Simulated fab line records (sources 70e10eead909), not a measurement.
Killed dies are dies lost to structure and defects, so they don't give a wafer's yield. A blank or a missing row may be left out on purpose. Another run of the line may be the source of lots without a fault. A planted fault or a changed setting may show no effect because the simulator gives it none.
Struck lot and sound lot, side by side -- flow nand_harc -- 15 steps out of a route of 1159
Sound: these wafers, L569.3, L569.4, L569.6. Wafers L578.2, L578.3, L578.5 were the ones struck. Last of all comes the cause.
For every step that has rows: the tool of each side, followed by ch and its chambers, followed by its first start. Under that, the readings that differ: sound wafers -- struck wafers -- difference of the means -- sigmas: that difference in standard deviations of wafers without a fault.
alike: readings whose means differ by less than 2 such deviations, and words and numbers that are the same on both sides. not compared: withheld readings, readings that some wafer has no value for, bounds like >300 that may hide the same value, and numbers for which the record gives no deviation and whose values overlap.
The two part at a step that has a row with sigmas, a row that says differs or no value, or rows on one side only. When numbers do not overlap yet have no deviation, they are printed without sigmas and do not part them. A reading missing from all wafers of one side parts the sides only when that side holds two or more wafers.

first, 4 steps without rows for these wafers: NHARC_P_GATE_EBR_22; NHARC_P_GATE_EXPOSE_23 (exposes mask P GATE, target cd 120 nm); NHARC_P_GATE_PEB_24 (peb time 65 s); NHARC_P_GATE_DEVELOP_25 (develop time 35 s).
NHARC_P_GATE_CD_MEAS_26 targets a cd of 120 nm.
  sound on cd_sem-01 ch 0, day 5 04:35; struck on cd_sem-02 ch 0, day 8 01:19
  alike: cd_nm
NHARC_P_GATE_OVL_MEAS_27:
  sound: overlay-01 at day 5 04:40; struck: overlay-01 at day 8 01:24
reading,sound,struck,difference,sigmas
overlay_y_nm (nm),-2.0 -2.4 -2.3,0.2 -0.2 0.6,+2.4,+2
  alike: overlay_x_nm
NHARC_P_GATE_INSPECT_28:
  sound: defect_inspect-02 at day 5 04:43; struck: defect_inspect-02 at day 8 01:26
  alike: raw_defect_count
NHARC_P_GATE_DESCUM_31: chemistry O2, time 3 s.
  sound on rie_diel-12 ch 0,1, day 5 04:46; struck on rie_diel-12 ch 1,2,3, day 8 01:31
  alike: drypump_motor_current_A, oes_product_au, rf_vpp_V, showerhead_plenum_p_Torr, throttle_valve_pct
  not compared: rf_hours_counter_h
NHARC_P_GATE_ETCH_104: etches the open film in CF4/CHF3, target depth 60 nm.
  sound on rie_diel-12 ch 0,1,3, day 5 04:52; struck on rie_diel-12 ch 1,3, day 8 01:54
  alike: bias_w, drypump_motor_current_A, oes_product_au, rf_vpp_V, showerhead_plenum_p_Torr, throttle_valve_pct
NHARC_P_GATE_HM_OPEN_105: chemistry O2/COS, target depth 360 nm.
  sound: rie_diel-12 ch 1,2,3; struck: rie_diel-12 ch 1,2,3
  alike: bias_w, cos_flow_sccm, drypump_motor_current_A, oes_product_au, rf_vpp_V, showerhead_plenum_p_Torr, throttle_valve_pct
  not compared: rf_hours_counter_h
then, 1 step without rows for these wafers: NHARC_P_GATE_STRIP_106 (strips in O2/COS).
NHARC_P_GATE_ETCH_114: etches the open film in CF4/O2, target depth 30 nm, overetch 3 nm, time 16.5 s.
  sound: rie_diel-12 ch 0,2,3; struck: rie_diel-12 ch 0,2,3
  alike: bias_w, drypump_motor_current_A, oes_o_777_au, oes_product_au, rf_vpp_V, showerhead_plenum_p_Torr, throttle_valve_pct
  not compared: rf_hours_counter_h
NHARC_P_GATE_ETCH_32: etches the open film in HBr/Cl2, target depth 150 nm, time 100.1 s.
  sound on rie_si-06 ch 0,1,2, day 5 05:14; struck on rie_si-03 ch 2,3, day 8 02:22
reading,sound,struck,difference,sigmas
mfc_cl2_sccm (sccm),50.07 49.82 50.02,40.00 40.02 40.04,-9.95,-66
throttle_valve_pct (%),26.394 26.408 26.391,25.806 25.822 25.815,-0.583,-69
  alike: bias_w, drypump_motor_current_A, oes_product_au
  not compared: rf_hours_counter_h
NHARC_P_GATE_STRIP_108: strips in O2.
  sound on rie_diel-12 ch 0,1,2, day 5 05:25; struck on rie_diel-12 ch 0,2, day 8 02:32
  alike: drypump_motor_current_A, oes_product_au, rf_vpp_V, showerhead_plenum_p_Torr, throttle_valve_pct
  not compared: rf_hours_counter_h
-- break in the record here, with 14 days between the starts of the struck wafers on either side (left off in module P_GATE, picked up again in module END, where the first step shown is number 1159 on the route) --
NHARC_END_SORT_01:
  sound on prober-02 ch 0, day 19 16:43; struck on prober-02 ch 0, day 22 09:29
reading,sound,struck,difference,sigmas
killed_open,0 3 2,8 7 2,+4,+2
  alike: killed_at_array, killed_at_other, killed_at_periphery, killed_dies, killed_short

WHERE THEY PART
Last at NHARC_END_SORT_01 as far as this record goes, first at NHARC_P_GATE_OVL_MEAS_27.

WHY: the cause the simulator had injected
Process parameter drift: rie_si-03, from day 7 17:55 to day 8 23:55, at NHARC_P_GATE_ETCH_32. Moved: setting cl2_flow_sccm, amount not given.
